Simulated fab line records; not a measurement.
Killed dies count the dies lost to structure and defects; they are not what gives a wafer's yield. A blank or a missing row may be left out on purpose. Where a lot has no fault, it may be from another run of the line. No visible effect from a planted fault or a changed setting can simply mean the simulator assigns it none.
Chamber matching | flow n5Finfet | N5_FIN_SAQP_MANDREL2_REMOVE_60 on rieSi-01: 4 sister chambers
The step chemistry HBr/Cl2/O2, target a-Si, stops on SiNx, bt time 10 s. 4 wafers are shown with their chamber, then 8 later ones without.

WAFERS PAIRED WITH THEIR CHAMBERS
wafer  | chamber | throttleValvePct (%)
L085.1 | 1       | 36.94
L085.3 | 2       | 36.54
L085.5 | 0       | 36.97
L089.1 | 3       | 36.57

WAFERS WITHOUT THEIR CHAMBER
wafer  | throttleValvePct (%)
L089.5 | 36.92
L089.6 | 36.56
L091.2 | 36.53
L091.5 | 36.56
L091.6 | 36.59
L095.3 | 36.94
L095.4 | 36.54
L095.6 | 36.55

THE CHAMBER EACH PASSED THROUGH
wafer  | from the rows above     | in truth
L089.5 | 1                       | 1
L089.6 | can't be placed: 3 or 2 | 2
L091.2 | 2                       | 2
L091.5 | can't be placed: 3 or 2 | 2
L091.6 | 3                       | 3
L095.3 | 1                       | 1
L095.4 | 2                       | 2
L095.6 | can't be placed: 2 or 3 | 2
5 of 8 placed correctly. Cannot be placed on the basis of these rows: 3; the candidates contain the true chamber in 3. Placed wrongly: 0.
How it was worked out, from the rows above alone: a wafer's distance from a chamber is the root of the sum, over the readings, of the square of ((its reading less the chamber's mean) divided by the reading's scatter). The wafer belongs to the nearest chamber; if the next one is less than 2 further off, it can't be placed. For every chamber, the mean is computed from those of its wafers that are shown. The scatter (one wafer shown for each chamber): square how far every hidden wafer sits from the nearest shown wafer, average those squares and take the square root.
